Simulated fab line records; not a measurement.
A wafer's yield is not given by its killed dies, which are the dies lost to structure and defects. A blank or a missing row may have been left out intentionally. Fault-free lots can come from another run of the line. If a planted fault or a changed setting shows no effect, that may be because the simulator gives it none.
A lot that was struck, set against a sound lot	flow n5 finfet	37 steps out of a route of 1938
Sound: these wafers, L716.1, L716.3, L716.6. The struck wafers were L723.1, L723.2, L723.3. The cause comes at the end.
Each step with rows lists, per side, the tool, then ch with its chambers, then its first start. Under that, the readings that differ: sound wafers	struck wafers	difference of the means	sigmas: that difference in standard deviations of wafers without a fault.
alike: readings with means less than 2 such deviations apart, plus words and numbers identical on both sides. not compared: withheld readings, readings lacking a value on some wafer, bounds such as >300 that could conceal the same value, and numbers that have no deviation in the record and whose values overlap.
The two part at a step that has a row with sigmas, a row that says differs or no value, or rows on one side only. Numbers that have no deviation but don't overlap get no sigmas and don't part them. A reading missing from all wafers of one side parts the sides only when that side holds two or more wafers.

first, 9 steps without rows for these wafers: N5_WELL_APT_HMDS_01 (time 60 s); N5_WELL_APT_COAT_02 (resist thk 950 nm); N5_WELL_APT_EBR_04; N5_WELL_APT_SOFTBAKE_03 (time 60 s); N5_WELL_APT_EXPOSE_05 (exposes mask NWELL, defocus 0 nm, target cd 200 nm); N5_WELL_APT_PEB_06 (peb time 90 s); N5_WELL_APT_DEVELOP_07 (develop time 45 s); N5_WELL_APT_HARDBAKE_12 (time 120 s); N5_WELL_APT_DESCUM_13 (chemistry O2, time 7.9 s).
N5_WELL_APT_IMPLANT_14:
  sound on implanter-02 ch 0, day 1 20:21; struck on implanter-02 ch 0, day 3 14:07
reading	sound	struck	difference	sigmas
dose ions cm2	1.5006e+13 1.5015e+13 1.4999e+13	8.784e+12 8.762e+12 8.742e+12	-6.244e+12	-99 or more
faraday current uA	192 196 190	108 112 113	-82	-20
  alike: beam energy keV
then, 25 steps without rows for these wafers: N5_WELL_APT_IMPLANT_15; N5_WELL_APT_STRIP_16 (strips in SPM, time 900 s); N5_WELL_APT_HMDS_18 (time 60 s); N5_WELL_APT_COAT_19 (resist thk 950 nm); N5_WELL_APT_EBR_21; N5_WELL_APT_SOFTBAKE_20 (time 60 s); N5_WELL_APT_EXPOSE_22 (exposes mask PWELL, defocus 0 nm, target cd 200 nm); N5_WELL_APT_PEB_23 (peb time 90 s); N5_WELL_APT_DEVELOP_24 (develop time 45 s); N5_WELL_APT_HARDBAKE_29 (time 120 s); N5_WELL_APT_DESCUM_30 (chemistry O2, time 7.9 s); N5_WELL_APT_IMPLANT_31; N5_WELL_APT_IMPLANT_32; N5_WELL_APT_STRIP_33 (strips in SPM, time 900 s); N5_WELL_APT_RTA_34 (time 10 s); N5_WELL_APT_OXIDE_STRIP_42 (strips SiO2 in dHF, time 45 s, target depth 12 nm); N5_WELL_APT_PRECLEAN_36 (cleans in O3/DIW, time 45 s); N5_WELL_APT_PRECLEAN_39 (cleans in dHF, time 60 s); N5_WELL_APT_SRD_37 (time 30 s); N5_WELL_APT_EPI_41 (deposits Si from SiH4/H2, target thk 50 nm, time 297.7 s); N5_PMOS_HMC_CHANNEL_EPI_HM_DEP_34 (deposits SiO2 from TEOS/O2, target thk 36 nm, time 6.9 s); N5_PMOS_HMC_CHANNEL_EPI_COAT_31 (time 60 s, resist thk 66 nm); N5_PMOS_HMC_CHANNEL_EPI_COAT_03 (resist thk 205 nm); N5_PMOS_HMC_CHANNEL_EPI_EBR_05; N5_PMOS_HMC_CHANNEL_EPI_SOFTBAKE_04 (time 60 s).
-- the record jumps here: 8 days lie between the struck wafers' starts before and after (it left off in module PMOS_HMC_CHANNEL_EPI and takes up again in module BEOL_M4, whose first step shown is number 1111 of the route) --
N5_BEOL_M4_RC_MEAS_101:
  sound on prober-01 ch 0, day 8 03:00; struck on prober-01 ch 0, day 11 07:12
reading	sound	struck	difference	sigmas
RS_NWELL (ohm/sq)	1036 1030 1038	1413 1404 1410	+374	+54
  alike: DIBL_N, DIBL_P, IOFF_N, IOFF_P, ION_N, ION_P, SS_N, SS_P, VT_N, VT_P
-- the record jumps here: 5 days lie between the struck wafers' starts before and after (it left off in module BEOL_M4 and takes up again in module PASSIVATION, whose first step shown is number 1936 of the route) --
N5_PASSIVATION_PROBE_49:
  only the struck wafers here have rows in the record (prober-01, day 16 01:16); the sound ones have none

## WHERE THEY PART
At N5_WELL_APT_IMPLANT_14 first; at N5_PASSIVATION_PROBE_49 last (within this record only).

WHY: whatever the simulator had introduced
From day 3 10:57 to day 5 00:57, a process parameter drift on implanter-02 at N5_WELL_APT_IMPLANT_14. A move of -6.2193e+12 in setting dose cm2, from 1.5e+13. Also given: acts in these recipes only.
